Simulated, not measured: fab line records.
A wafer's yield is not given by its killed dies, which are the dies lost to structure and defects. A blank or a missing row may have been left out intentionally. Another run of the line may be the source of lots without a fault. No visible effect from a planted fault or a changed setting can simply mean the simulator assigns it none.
fab line records | flow nand_harc
[record] lots = 24 wafers = 72 last_day = 33
route steps=1302 shown A_STAIRCASE@790 A_SGD_CUT@903
lots untouched by any fault: they come from a run of this same line in which no faults occurred
start_h: the number of hours between the record's first day and the start of the first shown wafer of the lot | wait_h: time in hours since the lot's previous step | " unchanged from the row above | L1.1+2: a row that stands for several wafers | - value missing, or start not given | * or withheld: withheld | < > ~ a bound
route shown NAME@n: NAME is a module with steps in the file, n the number in the route of the first one | usual: mean/standard deviation taken from wafers without a fault | same: alike in all rows | chamber/n: place in a boat | sites: readings site by site | _std_site: the values' standard deviation | _edge_site: mean of outer sites minus mean of inner sites | radius_mm: for every site, how far away it sits from the centre of the wafer | mask NAME#n: copy n | behind: the tool/chamber that last shaped the wafer | hold: reason for holding the lot/hours on hold/outcome of the hold | device: which transistor (n, p or np) failed to switch | end of line: tests of these same wafers at the route's end | step lacking rows: just its recipe | killed: dies that structure and defects cost at the first sort, which is not the same as the wafer's yield | map: dies across one wafer; x = killed, . = not, _ = none there
set.NAME: the setting the step ran with; set.NAME@STEP: the setting that earlier step ran with | model.NAME: the simulator's own value behind a step, which no gauge read
the route's steps for a sample of lots (tables are steps, rows are wafers)
services: from which hour (start_h, from the record's first day; less than 0 if before it) a tool's chamber was out of use, for how many hours, and why
[[steps]]
[step NHARC_A_STAIRCASE_STRIP_274]
[recipe] o2_flow_sccm = 500 ar_flow_sccm = 0 bias_w = 0 chemistry = O2
[usual] drypump_motor_current_A = 5.8/0.47 oes_product_au = 0.999/0.0096 rf_vpp_V = 57.8/0.86 showerhead_plenum_p_Torr = 3.56/0.16 throttle_valve_pct = 17.036/0.0087
// columns lot.wafer tool chamber start_h wait_h drypump_motor_current_A oes_product_au rf_hours_counter_h rf_vpp_V showerhead_plenum_p_Torr throttle_valve_pct
L074.2 rie_diel-11 3 - - 6.3 0.990 30 58.6 3.37 17.043
L074.4 " 0 " " 5.4 0.998 28 58.7 3.74 17.030
L074.6 " 3 " " 6.3 0.990 - 57.9 3.37 17.046
L076.3 rie_diel-11 3 - - 6.3 0.991 36 57.4 3.36 17.034
L076.2 " 0 " " 5.4 1.008 34 58.8 3.73 17.050
L076.5 " 0 " " 5.4 1.017 - 58.1 3.73 17.022
L075.2 rie_diel-11 1 - - 5.4 0.990 36 57.0 3.61 17.043
L075.4 " 0 " " 5.4 0.998 35 58.7 3.73 17.046
L075.6 " 1 " " 5.4 1.005 - 57.7 3.61 17.040
L077.4 rie_diel-11 0 - - 5.4 1.006 40 57.4 3.73 17.039
L077.3 " 1 " " 5.4 1.010 43 58.6 3.61 17.041
L077.1 " 3 " " 6.3 1.001 42 57.6 3.36 17.039
L079.2 rie_diel-02 1 - - 5.4 1.005 4 57.4 3.73 17.038
L079.5 " 3 " " 5.3 0.998 - 56.7 3.51 17.046
L079.6 " 0 " " 6.0 0.969 - 57.5 3.33 17.036
L078.1 rie_diel-11 3 - - 6.3 1.003 45 56.0 3.36 17.036
L078.5 " 3 " " 6.2 1.007 - 57.5 3.36 17.023
L078.6 " 0 " " 5.4 1.011 - 58.5 3.73 17.037
L081.1 rie_diel-02 1 - - 5.4 1.000 14 59.2 3.73 17.045
L081.3 " 2 " " 6.2 0.996 16 58.4 3.63 17.050
L081.6 " 0 " " 6.0 0.968 - 55.9 3.33 17.051
L080.3 rie_diel-10 0 - - 5.5 0.986 4 56.8 3.64 17.030
L080.2 " 1 " " 6.5 1.010 5 57.6 3.38 17.037
L080.1 " 3 " " 6.8 0.998 4 57.9 3.66 17.025
L082.4 rie_diel-10 2 - - 5.1 0.995 13 56.9 3.80 17.030
L082.2 " 3 " " 6.8 1.001 8 58.3 3.65 17.025
L082.6 " 1 " " 6.5 0.994 - 59.0 3.38 17.040
L083.4 rie_diel-11 1 - - 5.4 1.014 7 57.7 3.60 17.048
L083.2 " 2 " " 6.1 1.001 6 57.9 3.80 17.026
L083.5 " 0 " " 5.4 0.999 - 58.8 3.72 17.036
L084.3 rie_diel-02 3 - - 5.3 1.006 26 58.6 3.49 17.039
L084.1 " 0 " " 6.0 0.978 28 56.8 3.32 17.026
L084.6 " 3 " " 5.3 1.011 - 58.1 3.49 17.029
L085.2 rie_diel-02 2 - - 6.3 0.995 28 59.0 3.63 17.035
L085.1 " 3 " " 5.3 1.011 26 56.6 3.49 17.037
L085.6 " 2 " " 6.3 0.996 - 58.4 3.63 17.049
L086.4 rie_diel-02 1 - - 5.3 1.004 31 59.2 3.72 17.031
L086.6 " 2 " " 6.3 1.009 - 57.6 3.63 17.018
L086.5 " 3 " " 5.3 1.016 - 57.5 3.49 17.059
L088.1 rie_diel-11 0 - - 5.4 1.006 18 59.0 3.72 17.036
L088.3 " 1 " " 5.4 1.014 19 59.6 3.59 17.017
L088.5 " 3 " " 6.3 0.999 - 58.2 3.35 17.046
L087.3 rie_diel-02 2 - - 6.3 1.002 46 58.0 3.62 17.031
L087.6 " 1 " " 5.4 0.999 - 57.4 3.71 17.017
L087.5 " 2 " " 6.3 0.994 - 58.5 3.62 17.040
L090.4 rie_diel-10 3 529.36 - 6.7 1.004 30 58.3 3.64 17.026
L090.1 " 0 " " 5.5 0.991 35 56.9 3.62 17.020
L090.6 " 0 " " 5.5 1.002 - 58.5 3.62 17.040
L089.2 rie_diel-11 3 - - 6.3 1.009 25 56.6 3.34 17.040
L089.4 " 0 " " 5.4 0.993 - 56.1 3.71 17.032
L089.6 " 1 " " 5.4 0.997 - 56.7 3.59 17.028
L091.2 rie_diel-11 0 - - 5.3 0.994 29 56.3 3.71 17.033
L091.6 " 0 " " 5.4 0.991 - 58.8 3.71 17.035
L091.5 " 1 " " 5.4 1.005 - 58.1 3.59 17.057
L092.3 rie_diel-02 1 - - 5.3 1.002 53 57.3 3.71 17.040
L092.1 " 0 " " 6.0 0.987 52 56.9 3.31 17.039
L092.5 " 1 " " 5.4 1.000 - 58.2 3.71 17.042
L093.4 rie_diel-11 1 - - 5.4 1.006 34 57.5 3.59 17.026
L093.3 " 2 " " 6.1 1.010 30 58.0 3.79 17.032
L093.5 " 0 " " 5.4 0.994 - 57.6 3.71 17.043
L094.3 rie_diel-11 1 - - 5.4 1.002 39 58.2 3.58 17.029
L094.6 " 2 " " 6.1 1.004 - 56.2 3.79 17.039
L094.5 " 3 " " 6.3 1.000 - 58.3 3.33 17.038
L095.1 rie_diel-10 2 - - 5.1 1.001 56 57.8 3.78 17.036
L095.2 " 1 " " 6.5 1.012 55 56.8 3.36 17.026
L095.6 " 3 " " 6.8 1.000 - 57.4 3.63 17.030
L097.4 rie_diel-11 0 - - 5.4 0.998 45 58.2 3.70 17.038
L097.3 " 1 " " 5.4 1.006 46 58.8 3.58 17.042
L097.6 " 0 " " 5.4 0.991 - 56.4 3.70 17.033
L096.2 rie_diel-02 3 - - 5.3 0.984 4 57.1 3.47 17.021
L096.5 " 2 " " 6.3 0.982 - 57.2 3.61 17.050
L096.6 " 3 " " 5.3 0.999 - 58.6 3.47 17.047
[step NHARC_A_STAIRCASE_ETCH_294]
[recipe] target_depth_a = 49890 time_s = 1211.6 ion_energy_ev = 800 c4f8_flow_sccm = 80 o2_flow_sccm = 60 ar_flow_sccm = withheld rf_w = 600 bias_w = 3000 chemistry = C4F8/O2/Ar
[usual] oes_product_au = 0.932/0.011 rf_vpp_V = 1830/12
// columns lot.wafer tool chamber start_h wait_h oes_product_au rf_hours_counter_h rf_vpp_V
L074.2 rie_diel-10 1 - - 0.937 43 1815
L074.4 " 3 " " 0.938 44 1836
L074.6 " 0 " " 0.947 - 1836
L076.2 rie_diel-10 3 - - 0.939 49 1837
L076.3 " 0 " " 0.966 50 1835
L076.5 " 2 " " 0.947 - 1808
L075.2 rie_diel-02 2 - - 0.922 60 1834
L075.4 " 3 " " 0.939 58 1825
L075.6 " 1 " " 0.917 - 1843
L077.1 rie_diel-02 0 - - 0.914 2 1813
L077.4 " 2 " " 0.922 2 1836
L077.3 " 3 " " 0.930 2 1826
L079.2 rie_diel-11 2 - - 0.938 48 1807
L079.6 " 0 " " 0.924 - 1840
L079.5 " 1 " " 0.936 - 1834
L078.1 rie_diel-02 3 - - 0.938 6 1825
L078.6 " 3 " " 0.940 - 1826
L078.5 " 0 " " 0.918 - 1811
L081.3 rie_diel-10 2 - - 0.931 7 1848
L081.1 " 3 " " 0.936 5 1836
L081.6 " 2 " " 0.946 - 1846
L080.3 rie_diel-10 2 - - 0.933 8 1848
L080.2 " 3 " " 0.937 7 1836
L080.1 " 1 " " 0.940 6 1815
L082.4 rie_diel-10 1 - - 0.936 16 1817
L082.2 " 2 " " 0.931 16 1846
L082.6 " 0 " " 0.935 - 1834
L083.4 rie_diel-02 2 - - 0.928 26 1835
L083.2 " 3 " " 0.941 24 1823
L083.5 " 0 " " 0.908 - 1811
L084.3 rie_diel-02 0 - - 0.905 29 1811
L084.1 " 2 " " 0.918 28 1834
L084.6 " 0 " " 0.900 - 1811
L085.2 rie_diel-10 3 - - 0.935 16 1835
L085.1 " 0 " " 0.941 21 1835
L085.6 " 0 " " 0.940 - 1833
L086.4 rie_diel-10 0 - - 0.919 25 1834
L086.6 " 0 " " 0.919 - 1834
L086.5 " 1 " " 0.938 - 1816
L088.1 rie_diel-02 1 - - 0.937 41 1840
L088.3 " 3 " " 0.931 39 1824
L088.5 " 1 " " 0.939 - 1842
L087.3 rie_diel-10 3 - - 0.936 30 1836
L087.5 " 2 " " 0.932 - 1846
L087.6 " 3 " " 0.927 - 1835
L090.1 rie_diel-11 0 - - 0.927 25 1841
L090.4 " 3 " " 0.939 - 1813
L090.6 " 0 " " 0.930 - 1840
L089.2 rie_diel-11 3 - - 0.922 28 1813
L089.4 " 3 " " 0.930 - 1813
L089.6 " 1 " " 0.932 - 1830
L091.2 rie_diel-11 3 - - 0.927 32 1812
L091.6 " 3 " " 0.934 - 1811
L091.5 " 0 " " 0.923 - 1841
L092.1 rie_diel-02 2 - - 0.927 56 1833
L092.3 " 3 " " 0.932 53 1822
L092.5 " 1 " " 0.924 - 1841
L093.4 rie_diel-11 3 - - 0.943 35 1810
L093.3 " 0 " " 0.939 35 1840
L093.5 " 3 " " 0.945 - 1812
L094.3 rie_diel-02 1 - - 0.946 0 1840
L094.5 " 1 " " 0.939 - 1840
L094.6 " 2 " " 0.925 - 1832
L095.1 rie_diel-11 0 - - 0.946 43 1839
L095.2 " 2 " " 0.943 37 1846
L095.6 " 0 " " 0.944 - 1838
L097.4 rie_diel-11 0 - - 0.933 46 1840
L097.3 " 1 " " 0.940 47 1829
L097.6 " 3 " " 0.934 - 1813
L096.2 rie_diel-02 1 - - 0.934 7 1838
L096.5 " 0 " " 0.934 - 1811
L096.6 " 1 " " 0.925 - 1840
[step NHARC_A_STAIRCASE_ETCHBACK_157]
[recipe] target_depth_a = 900 over_etch_frac = 0.3 time_s = 167.14 ion_energy_ev = 120 ch3f_flow_sccm = 50 o2_flow_sccm = 30 ar_flow_sccm = 200 rf_w = 500 bias_w = 100 chemistry = CH3F/O2
[usual] drypump_motor_current_A = 5.8/0.48 oes_product_au = 0.96/0.038 rf_vpp_V = 244.8/1.8 showerhead_plenum_p_Torr = 2.50/0.12 throttle_valve_pct = 20.664/0.0085
// columns lot.wafer tool chamber start_h wait_h drypump_motor_current_A oes_product_au rf_hours_counter_h rf_vpp_V showerhead_plenum_p_Torr throttle_valve_pct
L074.2 rie_diel-02 2 429.88 0.2 6.2 0.94 11 245.7 2.54 20.649
L074.4 " 0 " " 6.0 0.91 10 243.0 2.31 20.668
L074.6 " 1 " " 5.3 0.92 - 247.1 2.61 20.666
L076.3 rie_diel-02 3 443.56 0.1 5.3 1.01 18 243.3 2.44 20.648
L076.2 " 1 " " 5.3 1.00 14 245.5 2.60 20.662
L076.5 " 3 " " 5.3 1.01 - 244.1 2.44 20.672
L075.2 rie_diel-11 2 443.70 0.2 6.1 1.00 0 247.0 2.66 20.650
L075.4 " 0 " " 5.4 1.00 0 246.3 2.60 20.656
L075.6 " 1 " " 5.4 1.01 - 243.7 2.51 20.666
L077.4 rie_diel-10 2 461.38 0.2 5.1 1.01 12 246.9 2.66 20.662
L077.3 " 3 " " 6.8 0.92 7 246.7 2.55 20.669
L077.1 " 1 " " 6.5 1.00 9 242.1 2.35 20.664
L079.2 rie_diel-11 2 472.06 0.2 6.1 1.00 10 245.7 2.66 20.667
L079.6 " 0 " " 5.3 0.99 - 245.4 2.60 20.662
L079.5 " 1 " " 5.4 1.01 - 245.6 2.51 20.650
L078.1 rie_diel-02 2 472.29 0.2 6.3 0.91 26 245.2 2.53 20.664
L078.5 " 0 " " 6.0 0.91 - 242.7 2.31 20.673
L078.6 " 1 " " 5.3 0.94 - 247.1 2.60 20.665
L081.3 rie_diel-10 1 507.87 0.2 6.5 1.00 26 241.3 2.35 20.672
L081.1 " 0 " " 5.5 0.92 27 245.3 2.53 20.677
L081.6 " 1 " " 6.5 0.99 - 242.1 2.35 20.660
L080.3 rie_diel-11 1 518.72 0.2 5.4 0.93 20 245.1 2.51 20.680
L080.1 " 3 " " 6.3 0.93 18 242.9 2.33 20.658
L080.2 " 0 " " 5.4 0.93 18 246.6 2.59 20.673
L083.2 rie_diel-02 3 526.62 0.2 5.3 0.92 44 245.0 2.43 20.671
L083.4 " 0 " " 6.0 0.90 44 241.7 2.30 20.658
L083.5 " 3 " " 5.3 0.93 - 244.5 2.43 20.656
L082.4 rie_diel-11 3 526.93 0.2 6.2 1.01 23 243.6 2.32 20.658
L082.2 " 0 " " 5.4 1.01 21 246.1 2.59 20.660
L082.6 " 1 " " 5.4 1.00 - 245.6 2.51 20.667
L085.2 rie_diel-11 1 539.74 0.2 5.4 0.94 29 244.9 2.50 20.672
L085.1 " 0 " " 5.4 0.94 27 247.2 2.59 20.669
L085.6 " 3 " " 6.2 0.95 - 242.3 2.32 20.663
L084.1 rie_diel-02 0 540.01 0.2 6.0 0.90 49 241.0 2.30 20.686
L084.3 " 1 " " 5.4 0.92 51 245.4 2.59 20.660
L084.6 " 0 " " 6.0 0.90 - 242.2 2.30 20.667
L086.4 rie_diel-10 3 552.07 0.2 6.7 0.99 40 245.4 2.54 20.679
L086.5 " 1 " " 6.5 1.00 - 242.5 2.34 20.654
L086.6 " 2 " " 5.1 0.99 - 245.6 2.64 20.652
L088.3 rie_diel-11 0 574.65 0.2 5.3 0.96 37 246.1 2.59 20.670
L088.1 " 1 " " 5.4 0.97 37 245.2 2.50 20.648
L088.5 " 1 " " 5.4 0.98 - 244.8 2.50 20.664
L090.1 rie_diel-10 1 583.81 0.2 6.5 0.96 57 241.9 2.34 20.662
L090.4 " 3 " " 6.8 0.99 49 245.5 2.53 20.653
L090.6 " 0 " " 5.5 0.97 - 244.8 2.52 20.654
L087.3 rie_diel-10 3 584.74 0.2 6.8 0.99 49 245.9 2.53 20.671
L087.6 " 1 " " 6.5 1.00 - 244.3 2.33 20.668
L087.5 " 2 " " 5.1 1.01 - 245.7 2.64 20.665
L089.4 rie_diel-02 1 592.64 0.1 5.4 1.00 4 246.2 2.58 20.658
L089.2 " 2 " " 6.3 0.99 3 246.0 2.52 20.670
L089.6 " 2 " " 6.3 0.99 - 246.3 2.52 20.668
L092.3 rie_diel-11 3 603.60 0.2 6.2 0.94 45 240.8 2.32 20.651
L092.1 " 0 " " 5.3 0.94 46 246.7 2.58 20.670
L092.5 " 1 " " 5.4 0.95 - 245.5 2.50 20.658
L091.2 rie_diel-11 1 604.39 0.2 5.4 0.93 47 244.7 2.50 20.667
L091.6 " 1 " " 5.4 0.94 - 246.2 2.50 20.661
L091.5 " 2 " " 6.0 0.92 - 246.1 2.64 20.656
L093.3 rie_diel-11 2 620.70 0.2 6.1 1.00 0 245.4 2.64 20.657
L093.4 " 3 " " 6.3 1.00 0 245.5 2.32 20.672
L093.5 " 1 " " 5.4 1.01 - 245.1 2.49 20.656
L095.2 rie_diel-11 0 634.39 0.2 5.4 1.00 4 245.7 2.58 20.668
L095.1 " 1 " " 5.4 1.00 4 245.6 2.49 20.679
L095.6 " 3 " " 6.3 0.99 - 241.4 2.31 20.655
L094.3 rie_diel-02 2 635.48 0.2 6.3 0.91 20 244.0 2.51 20.654
L094.6 " 0 " " 6.0 0.92 - 242.1 2.29 20.659
L094.5 " 1 " " 5.3 0.93 - 245.2 2.58 20.663
L097.4 rie_diel-11 0 654.79 0.1 5.4 1.00 12 245.6 2.58 20.669
L097.3 " 2 " " 6.1 1.00 10 247.6 2.64 20.662
L097.6 " 1 " " 5.4 1.00 - 245.1 2.49 20.659
L096.2 rie_diel-02 0 654.90 0.2 6.0 0.92 18 242.2 2.29 20.657
L096.6 " 3 " " 5.3 0.92 - 243.1 2.41 20.664
L096.5 " 0 " " 6.0 0.92 - 242.0 2.29 20.666
[step NHARC_A_SGD_CUT_INSPECT_11]
[usual] raw_defect_count = 52/27
// columns lot.wafer tool chamber start_h wait_h raw_defect_count
L074.2 defect_inspect-01 - 431.67 0.0 16
L074.4 " - " " 16
L074.6 " - " " 8
L076.2 defect_inspect-02 - 445.35 0.0 73
L076.3 " - " " 74
L076.5 " - " " 72
L075.2 defect_inspect-01 - 445.50 0.0 69
L075.4 " - " " 66
L075.6 " - " " 64
L077.1 defect_inspect-01 - 463.19 0.0 112
L077.3 " - " " 109
L077.4 " - " " 123
L079.2 defect_inspect-02 - 473.84 0.0 68
L079.5 " - " " 52
L079.6 " - " " 72
L078.1 defect_inspect-02 - 474.95 0.0 88
L078.5 " - " " 68
L078.6 " - " " 85
L081.1 defect_inspect-02 - 509.55 0.0 55
L081.3 " - " " 85
L081.6 " - " " 72
L080.1 defect_inspect-01 - 520.52 0.0 70
L080.2 " - " " 76
L080.3 " - " " 67
L083.2 defect_inspect-01 - 528.43 0.0 40
L083.4 " - " " 31
L083.5 " - " " 26
L082.2 defect_inspect-01 - 528.75 0.0 75
L082.4 " - " " 84
L082.6 " - " " 68
L085.1 defect_inspect-02 - 541.60 0.0 11
L085.2 " - " " 10
L085.6 " - " " 11
L084.1 defect_inspect-02 - 541.80 0.0 80
L084.3 " - " " 82
L084.6 " - " " 78
L086.4 defect_inspect-02 - 553.85 0.0 66
L086.5 " - " " 48
L086.6 " - " " 56
L088.1 defect_inspect-02 - 576.50 0.0 34
L088.3 " - " " 46
L088.5 " - " " 39
L090.1 defect_inspect-02 - 585.60 0.0 53
L090.4 " - " " 41
L090.6 " - " " 32
L087.3 defect_inspect-01 - 586.54 0.0 83
L087.5 " - " " 88
L087.6 " - " " 81
L089.2 defect_inspect-01 - 594.53 0.0 49
L089.4 " - " " 61
L089.6 " - " " 49
L092.1 defect_inspect-01 - 605.68 0.0 20
L092.3 " - " " 23
L092.5 " - " " 20
L091.2 defect_inspect-01 - 606.20 0.0 19
L091.5 " - " " 19
L091.6 " - " " 14
L093.3 defect_inspect-02 - 622.36 0.0 20
L093.4 " - " " 30
L093.5 " - " " 21
L095.1 defect_inspect-02 - 636.04 0.0 42
L095.2 " - " " 51
L095.6 " - " " 57
L094.3 defect_inspect-01 - 637.25 0.0 30
L094.5 " - " " 26
L094.6 " - " " 30
L096.2 defect_inspect-02 - 656.76 0.0 83
L096.5 " - " " 61
L096.6 " - " " 71
L097.3 defect_inspect-02 - 656.91 0.0 34
L097.4 " - " " 44
L097.6 " - " " 18
[step NHARC_A_SGD_CUT_ETCH_16]
[recipe] target_depth_a = 3105 time_s = 155.2 c4f8_flow_sccm = withheld o2_flow_sccm = 8 ar_flow_sccm = withheld rf_w = 600 bias_w = 800 chemistry = C4F8/O2/Ar
[usual] oes_product_au = 0.976/0.016 rf_vpp_V = 724/3.8
// columns lot.wafer tool chamber start_h wait_h oes_product_au rf_hours_counter_h rf_vpp_V
L074.2 rie_diel-01 3 - - 0.971 2 719
L074.4 " 0 " " 0.988 2 724
L074.6 " 2 " " 0.988 - 728
L076.2 rie_diel-01 1 - - 0.980 3 728
L076.3 " 3 " " 0.949 3 720
L076.5 " 2 " " 0.984 - 728
L075.4 rie_diel-07 0 - - 0.964 14 725
L075.2 " 3 " " 0.966 12 725
L075.6 " 1 " " 0.986 - 717
L077.4 rie_diel-07 2 - - 1.001 12 725
L077.3 " 0 " " 0.970 14 724
L077.1 " 1 " " 0.990 14 717
L079.2 rie_diel-01 0 - - 0.981 4 724
L079.5 " 0 " " 0.979 - 722
L079.6 " 1 " " 0.975 - 728
L078.1 rie_diel-06 1 - - 0.995 9 730
L078.6 " 1 " " 0.984 - 731
L078.5 " 2 " " 0.979 - 723
L081.1 rie_diel-01 0 - - 0.987 5 724
L081.3 " 1 " " 0.970 6 728
L081.6 " 0 " " 0.989 - 722
L080.2 rie_diel-01 2 - - 0.976 7 726
L080.3 " 3 " " 0.963 6 721
L080.1 " 0 " " 0.973 6 723
L083.4 rie_diel-06 1 - - 0.983 2 729
L083.2 " 3 " " 0.970 2 728
L083.5 " 1 " " 0.988 - 731
L082.4 rie_diel-01 2 - - 0.983 7 727
L082.2 " 0 " " 0.960 7 723
L082.6 " 1 " " 0.974 - 727
L084.1 rie_diel-01 3 - - 0.959 7 720
L084.3 " 2 " " 0.964 8 728
L084.6 " 0 " " 0.972 - 722
L085.1 rie_diel-06 0 - - 0.948 4 721
L085.2 " 1 " " 0.943 4 729
L085.6 " 1 " " 0.941 - 730
L086.4 rie_diel-01 0 - - 0.985 8 722
L086.5 " 3 " " 0.964 - 720
L086.6 " 0 " " 0.996 - 723
L088.3 rie_diel-06 0 - - 0.959 5 720
L088.1 " 1 " " 0.966 5 730
L088.5 " 2 " " 0.965 - 722
L090.4 rie_diel-07 3 586.30 - 1.004 9 725
L090.1 " 0 " " 0.984 8 724
L090.6 " 2 " " 1.016 - 726
L087.3 rie_diel-06 3 - - 0.974 6 726
L087.6 " 2 " " 0.966 - 723
L087.5 " 3 " " 0.985 - 727
L089.2 rie_diel-07 0 - - 0.970 9 724
L089.4 " 3 " " 0.997 9 725
L089.6 " 1 " " 0.975 - 717
L092.1 rie_diel-01 0 - - 0.970 1 721
L092.3 " 1 " " 0.975 1 728
L092.5 " 3 " " 0.974 - 719
L091.2 rie_diel-06 2 - - 0.976 7 722
L091.6 " 1 " " 0.977 - 729
L091.5 " 2 " " 0.967 - 721
L093.4 rie_diel-01 3 - - 0.960 2 717
L093.3 " 0 " " 0.973 2 723
L093.5 " 3 " " 0.961 - 719
L095.1 rie_diel-06 1 - - 0.970 8 731
L095.2 " 2 " " 0.959 10 721
L095.6 " 0 " " 0.979 - 721
L094.3 rie_diel-07 2 - - 0.981 13 725
L094.5 " 3 " " 1.005 - 726
L094.6 " 0 " " 0.975 - 724
L096.2 rie_diel-06 0 - - 0.963 10 720
L096.5 " 3 " " 0.969 - 728
L096.6 " 0 " " 0.953 - 721
L097.4 rie_diel-06 0 - - 0.971 10 722
L097.3 " 1 " " 0.977 10 730
L097.6 " 3 " " 0.972 - 728
[step NHARC_A_SGD_CUT_ETCHBACK_24]
[recipe] target_depth_a = 500 over_etch_frac = 0.3 time_s = 92.857 ion_energy_ev = 120 ch3f_flow_sccm = 50 o2_flow_sccm = 30 ar_flow_sccm = 200 rf_w = 500 bias_w = 100 chemistry = CH3F/O2
[usual] drypump_motor_current_A = 5.7/0.53 oes_product_au = 0.97/0.036 rf_vpp_V = 244.6/1.5 showerhead_plenum_p_Torr = 2.48/0.093 throttle_valve_pct = 20.663/0.0089
// columns lot.wafer tool chamber start_h wait_h drypump_motor_current_A oes_product_au rf_hours_counter_h rf_vpp_V showerhead_plenum_p_Torr throttle_valve_pct
L074.2 rie_diel-07 1 438.21 0.2 5.3 1.00 11 242.6 2.31 20.670
L074.4 " 1 " " 5.3 1.00 - 240.0 2.31 20.666
L074.6 " 3 " " 5.7 0.99 - 245.5 2.53 20.655
L076.2 rie_diel-01 0 451.76 0.2 5.2 0.93 3 244.8 2.45 20.666
L076.3 " 1 " " 5.2 0.93 3 246.2 2.59 20.682
L076.5 " 0 " " 5.2 0.94 - 243.7 2.45 20.672
L075.4 rie_diel-07 3 451.78 0.2 5.7 0.93 12 246.6 2.53 20.672
L075.2 " 1 " " 5.3 0.93 13 242.7 2.31 20.657
L075.6 " 3 " " 5.7 0.93 - 245.0 2.53 20.673
L077.3 rie_diel-01 2 469.64 0.1 6.0 0.97 4 242.6 2.56 20.662
L077.1 " 3 " " 6.5 0.96 4 244.3 2.37 20.654
L077.4 " 1 " " 5.2 0.96 4 245.7 2.59 20.672
L078.1 rie_diel-06 0 480.21 0.2 5.9 0.93 9 243.7 2.40 20.675
L078.5 " 2 " " 6.6 0.93 - 244.5 2.45 20.672
L078.6 " 3 " " 5.7 0.93 - 245.6 2.55 20.657
L079.2 rie_diel-01 2 480.28 0.2 5.9 0.92 5 245.6 2.56 20.659
L079.6 " 3 " " 6.6 0.93 - 243.2 2.37 20.680
L079.5 " 0 " " 5.2 0.95 - 245.7 2.44 20.667
L081.1 rie_diel-07 1 516.34 0.2 5.3 1.01 3 243.3 2.31 20.657
L081.3 " 2 " " 4.8 1.01 3 246.7 2.54 20.669
L081.6 " 3 " " 5.7 1.01 - 244.5 2.53 20.663
L080.2 rie_diel-06 3 526.81 0.1 5.8 0.99 2 246.7 2.55 20.660
L080.1 " 0 " " 5.8 0.99 2 243.3 2.40 20.662
L080.3 " 2 " " 6.6 0.98 2 245.2 2.45 20.650
L082.2 rie_diel-07 0 534.88 0.1 5.5 1.00 4 245.5 2.48 20.669
L082.4 " 1 " " 5.3 1.01 4 241.3 2.30 20.664
L082.6 " 1 " " 5.3 1.01 - 242.0 2.31 20.651
L083.4 rie_diel-01 3 534.88 0.1 6.5 0.99 7 244.6 2.37 20.671
L083.2 " 0 " " 5.2 1.00 7 244.6 2.44 20.653
L083.5 " 0 " " 5.2 1.00 - 244.8 2.44 20.671
L085.2 rie_diel-06 2 548.47 0.1 6.6 0.91 4 243.8 2.45 20.662
L085.1 " 1 " " 5.9 0.93 4 246.0 2.63 20.662
L085.6 " 3 " " 5.8 0.93 - 246.4 2.55 20.660
L084.3 rie_diel-07 1 548.48 0.1 5.3 1.01 5 243.5 2.30 20.668
L084.1 " 3 " " 5.7 1.01 5 244.3 2.52 20.652
L084.6 " 2 " " 4.8 1.01 - 244.7 2.53 20.652
L086.4 rie_diel-06 0 560.21 0.2 5.8 1.00 4 243.5 2.40 20.657
L086.5 " 2 " " 6.6 0.98 - 244.4 2.45 20.652
L086.6 " 3 " " 5.8 0.99 - 246.1 2.55 20.677
L088.3 rie_diel-01 3 582.85 0.2 6.5 1.00 0 243.0 2.37 20.651
L088.1 " 0 " " 5.2 1.01 1 243.7 2.44 20.659
L088.5 " 1 " " 5.2 1.02 - 245.3 2.59 20.668
L090.4 rie_diel-07 1 592.37 0.1 5.3 0.95 9 242.6 2.30 20.652
L090.1 " 0 " " 5.5 0.92 9 244.9 2.48 20.656
L090.6 " 1 " " 5.3 0.95 - 240.6 2.30 20.662
L087.3 rie_diel-06 1 592.40 0.1 5.9 0.93 6 247.3 2.63 20.684
L087.5 " 1 " " 5.9 0.93 - 246.2 2.63 20.663
L087.6 " 2 " " 6.6 0.92 - 243.3 2.45 20.682
L089.2 rie_diel-06 0 600.88 0.2 5.8 0.99 6 242.2 2.40 20.668
L089.4 " 1 " " 5.9 1.01 6 247.1 2.63 20.668
L089.6 " 3 " " 5.8 1.00 - 245.2 2.54 20.659
L092.1 rie_diel-07 1 612.13 0.1 5.3 1.01 10 243.0 2.30 20.663
L092.3 " 0 " " 5.5 1.00 10 244.2 2.48 20.650
L092.5 " 1 " " 5.3 1.00 - 241.7 2.30 20.676
L091.2 rie_diel-01 2 612.19 0.2 5.9 1.00 1 246.7 2.56 20.678
L091.6 " 3 " " 6.5 0.99 - 242.6 2.37 20.659
L091.5 " 0 " " 5.2 1.01 - 243.3 2.44 20.684
L093.3 rie_diel-01 2 628.69 0.2 5.9 0.93 2 246.3 2.56 20.661
L093.4 " 3 " " 6.5 0.92 2 243.0 2.37 20.653
L093.5 " 2 " " 5.9 0.93 - 246.6 2.56 20.668
L094.3 rie_diel-01 0 642.85 0.1 5.2 0.94 3 243.8 2.44 20.678
L094.5 " 2 " " 5.9 0.94 - 246.2 2.56 20.657
L094.6 " 3 " " 6.6 0.92 - 243.3 2.37 20.664
L095.2 rie_diel-07 2 642.87 0.2 4.8 1.01 13 244.6 2.53 20.671
L095.1 " 3 " " 5.7 1.01 13 243.8 2.52 20.663
L095.6 " 1 " " 5.3 1.03 - 242.4 2.30 20.670
L096.2 rie_diel-01 1 663.62 0.1 5.2 1.00 4 245.8 2.58 20.645
L096.6 " 1 " " 5.2 1.00 - 245.8 2.58 20.650
L096.5 " 2 " " 6.0 1.00 - 247.1 2.56 20.652
L097.4 rie_diel-07 1 663.70 0.2 5.3 1.01 1 242.6 2.30 20.668
L097.3 " 3 " " 5.7 1.00 1 245.3 2.52 20.658
L097.6 " 1 " " 5.3 1.01 - 242.2 2.30 20.665
[[services]]
// columns tool chamber start_h hours kind
rie_diel-01 0 374.68 7.3 repair
rie_diel-01 - 380.80 9.0 pm
rie_diel-10 1 384.00 18.2 repair
rie_diel-02 - 394.10 9.0 pm
rie_diel-06 0 396.53 9.4 repair
rie_diel-01 - 412.07 0.2 repair
rie_diel-10 - 421.83 9.0 pm
rie_diel-10 1 444.88 5.8 repair
rie_diel-06 3 471.33 3.1 repair
rie_diel-06 - 484.20 9.0 pm
rie_diel-11 2 494.38 2.8 repair
rie_diel-11 2 531.46 11.6 repair
rie_diel-01 - 550.78 0.5 repair
rie_diel-01 - 557.80 9.0 pm
rie_diel-10 3 562.48 11.0 repair
rie_diel-01 - 585.80 13.2 repair
rie_diel-06 - 599.07 1.0 repair
rie_diel-10 - 601.03 9.0 pm
rie_diel-02 0 602.62 32.6 repair
rie_diel-11 - 611.44 9.0 pm
rie_diel-10 0 633.93 1.8 repair
rie_diel-01 1 641.93 3.9 repair
rie_diel-11 3 657.66 5.2 repair
rie_diel-02 1 662.03 4.3 repair
[[key]]
fault none
